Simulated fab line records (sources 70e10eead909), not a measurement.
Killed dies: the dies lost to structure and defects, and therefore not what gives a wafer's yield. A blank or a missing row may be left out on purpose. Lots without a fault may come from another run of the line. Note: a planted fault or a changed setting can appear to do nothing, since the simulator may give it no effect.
One fault seen from 2 desks | flow nand harc | numbers are kept per desk, each desk with only its own; the story behind them comes last

== FROM THE METROLOGY DESK ==
Lot by lot, what the gauges showed, no matter which tool ran the lot: averages of those sampled wafers that carry a number. Marked OUT: a lot whose mean sits more than 4 standard deviations from the usual mean, which makes it out of limits; the brackets give that distance.
Columns: A = cd nm at NHARC_P_GATE_CD_MEAS_11, usual 1640.2 nm
lot  | first seen here | A
L844 | day 4 11:45     | 1641.4
L845 | day 4 17:07     | 1637.3
L848 | day 5 22:47     | 1639.4
L850 | day 6 20:26     | 1640.5
L851 | day 7 08:40     | 1639.7
L860 | day 11 01:07    | 1638.3
L861 | day 11 10:16    | 1641.0
L863 | day 12 03:25    | 1642.1
L864 | day 13 00:47    | 1638.8
L865 | day 13 05:15    | 1640.5
L867 | day 13 19:53    | 1639.7
L866 | day 13 19:56    | 1641.7
This desk's finding: nothing out of limits on any of the 12 lots.

== TOOL OWNER'S DESK, implanter-01 ==
The tool's own readings at NHARC_P_ZERO_WELL_IMPLANT_40: means of the sampled wafers that have a number, for each lot that ran on this tool. Marked OUT: a lot whose mean sits more than 4 standard deviations from the usual mean, which makes it out of limits; the brackets give that distance.
Columns: A = dose ions cm2 at NHARC_P_ZERO_WELL_IMPLANT_40, usual 9.998e+12; B = faraday current uA at NHARC_P_ZERO_WELL_IMPLANT_40, usual 127.0
lot  | first seen here | A                           | B
L844 | day 2 00:28     | 1.001e+13                   | 127.0
L848 | day 3 16:32     | 9.996e+12                   | 127.5
L850 | day 4 12:19     | 6.666e+12 (-99 or more) OUT | 83.1 (-19) OUT
L851 | day 4 22:19     | 6.679e+12 (-99 or more) OUT | 84.7 (-18) OUT
L861 | day 9 02:25     | 9.997e+12                   | 125.7
L863 | day 9 22:16     | 1.001e+13                   | 128.0
L864 | day 10 08:35    | 9.995e+12                   | 127.1
L865 | day 10 18:32    | 9.990e+12                   | 128.1
This desk's finding: out of limits on L850, L851; first on L850, day 4 12:19 (dose ions cm2 at NHARC_P_ZERO_WELL_IMPLANT_40). L844, L848, L861, L863, L864, L865: within limits.

== ALL TOGETHER ==
The tool owner's desk could have raised an alarm at day 4 12:19, on L850, L851.
The metrology desk saw nothing out of limits.
The metrology desk has L850, L851 on record, within its limits.
Every lot named ran NHARC_P_ZERO_WELL_IMPLANT_40 on implanter-01.

== WHAT THE SIMULATOR PUT IN ==
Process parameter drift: implanter-01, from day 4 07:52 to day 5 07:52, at NHARC_P_ZERO_WELL_IMPLANT_40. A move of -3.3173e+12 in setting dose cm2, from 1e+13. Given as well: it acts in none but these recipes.
Struck lots among those shown: L850, L851.
Delay in hours, fault start to first out-of-limits reading, by desk: the tool owner's desk at 4.
